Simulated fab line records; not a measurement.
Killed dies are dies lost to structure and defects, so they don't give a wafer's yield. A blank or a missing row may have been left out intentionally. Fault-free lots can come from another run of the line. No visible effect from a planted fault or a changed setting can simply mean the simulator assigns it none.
A struck lot beside a sound one -- flow n5Finfet -- 36 steps out of a route of 1938
Sound: these wafers, L230.2, L230.3, L230.4. Struck: wafer L221.1. (L221.4 of the same lot was not struck and is left out.) The cause comes at the end.
For every step that has rows: the tool of each side, followed by ch and its chambers, followed by its first start. Under that, the readings that differ: sound wafers -- struck wafers -- difference of the means -- sigmas: that difference in standard deviations of wafers without a fault.
alike: readings whose means differ by less than 2 such deviations, and words and numbers that are the same on both sides. not compared: withheld readings, readings that some wafer has no value for, bounds like >300 that may hide the same value, and numbers for which the record gives no deviation and whose values overlap.
Wherever a step has rows on one side only, a row that says differs or no value, or a row with sigmas, the two part there. Non-overlapping numbers with no deviation appear without sigmas and do not part them. A reading missing from all wafers of one side parts the sides only when that side holds two or more wafers.

first, 9 steps without rows for these wafers: N5_BEOL_M5_ANNEAL_89 (time 1800 s); N5_BEOL_M5_SPUTTER_90 (material Cu, target thk 4.5 nm, time 8.29 s); N5_BEOL_M5_ECD_50 (material Cu, target thk 300 nm); N5_BEOL_M5_ANNEAL_51 (time 90 s); N5_BEOL_M5_CMP_52 (polishes, stops on SiCOH lowk, t overpolish 6.9 s, target thk 62 nm); N5_BEOL_M5_PRE_CLEAN_77 (time 15 s); N5_BEOL_M5_CO_CAP_78 (material Co, precursor CCTBA/H2, target thk 2 nm, time 102.1 s); N5_BEOL_M5_PRE_CLEAN_55 (time 15 s); N5_BEOL_M5_DEP_56 (deposits SiCN from 3MS/NH3, target thk 8 nm, time 14 s).
N5_BEOL_M6_ILD_DEP_00: deposits SiCOH lowk from DEMS/porogen, target thk 179.75 nm, time 33.4 s.
  sound on pecvd-01 ch 0,1,2, day 13 15:41; struck on pecvd-02 ch 0, day 11 14:47
reading,sound,struck,difference,sigmas
model.SiCOH_lowk_of_BEOL_M6_ILD_DEP_00.thkNm (nm),177.6 175.6 177.6,156.4,-20.5,
  alike: heaterPowerW, showerheadPlenumPTorr, throttleValvePct
then, 1 step without rows for these wafers: N5_BEOL_M6_CURE_74 (cures SiCOH lowk, time 240 s).
N5_BEOL_M6_THK_MEAS_01:
  sound on filmMetro-02 at day 13 16:16; struck on filmMetro-01 at day 11 15:22
reading,sound,struck,difference,sigmas
M6_ILD_THK (nm),153.1 151.3 153.3,134.7,-17.9,-9
then, 23 steps without rows for these wafers: N5_BEOL_M6_PECVD_70 (deposits SiO2 from TEOS/O2, target thk 20 nm, time 22.7 s); N5_BEOL_M6_HM_DEP_02 (deposits TiN, target thk 20 nm); N5_BEOL_M6_COAT_59 (time 60 s, resist thk 100 nm); N5_BEOL_M6_COAT_60 (time 60 s, resist thk 35 nm); N5_BEOL_M6_COAT_05 (resist thk 90 nm); N5_BEOL_M6_EBR_07; N5_BEOL_M6_SOFTBAKE_06 (time 60 s); N5_BEOL_M6_EXPOSE_08 (exposes mask M6); N5_BEOL_M6_PEB_09 (peb time 60 s); N5_BEOL_M6_DEVELOP_10 (develop time 30 s); N5_BEOL_M6_DESCUM_16 (chemistry O2, time 7.9 s); N5_BEOL_M6_ETCH_61 (etches SiARC in CF4, target depth 45.5 nm, time 75.8 s); N5_BEOL_M6_ETCH_62 (etches SOC in N2/H2, target depth 110 nm, overetch 22 nm, time 165 s); N5_BEOL_M6_STRIP_68 (strips in N2/H2); N5_BEOL_M6_STRIP_67 (strips in CF4); N5_BEOL_M6_HM_OPEN_17 (chemistry Cl2/BCl3, target TiN, target depth 20 nm, overetch 6 nm); N5_BEOL_M6_STRIP_19 (strips in O2); N5_BEOL_M6_COAT_63 (time 60 s, resist thk 60 nm); N5_BEOL_M6_COAT_64 (time 60 s, resist thk 12 nm); N5_BEOL_M6_COAT_71 (time 60 s, resist thk 5 nm); N5_BEOL_M6_COAT_22 (resist thk 30 nm); N5_BEOL_M6_EBR_24; N5_BEOL_M6_SOFTBAKE_23 (time 60 s).
N5_BEOL_M6_CMP_52: polishes, stops on SiCOH lowk, t overpolish 6.9 s, target thk 80 nm.
  sound on cmp-02 ch 1,2,3, day 13 21:28; struck on cmp-02 ch 0, day 12 01:44
reading,sound,struck,difference,sigmas
model.SiCOH_lowk_of_BEOL_M6_ILD_DEP_00.thkNm (nm),150.2 148.4 150.2,131.8,-17.8,
  alike: motorCurrentA, platenRpm

== WHERE THEY PART ==
Within this record, at N5_BEOL_M6_THK_MEAS_01 only. Later steps at which nothing parts them and some readings are alike: N5_BEOL_M6_CMP_52.

WHY: what had been put in by the simulator
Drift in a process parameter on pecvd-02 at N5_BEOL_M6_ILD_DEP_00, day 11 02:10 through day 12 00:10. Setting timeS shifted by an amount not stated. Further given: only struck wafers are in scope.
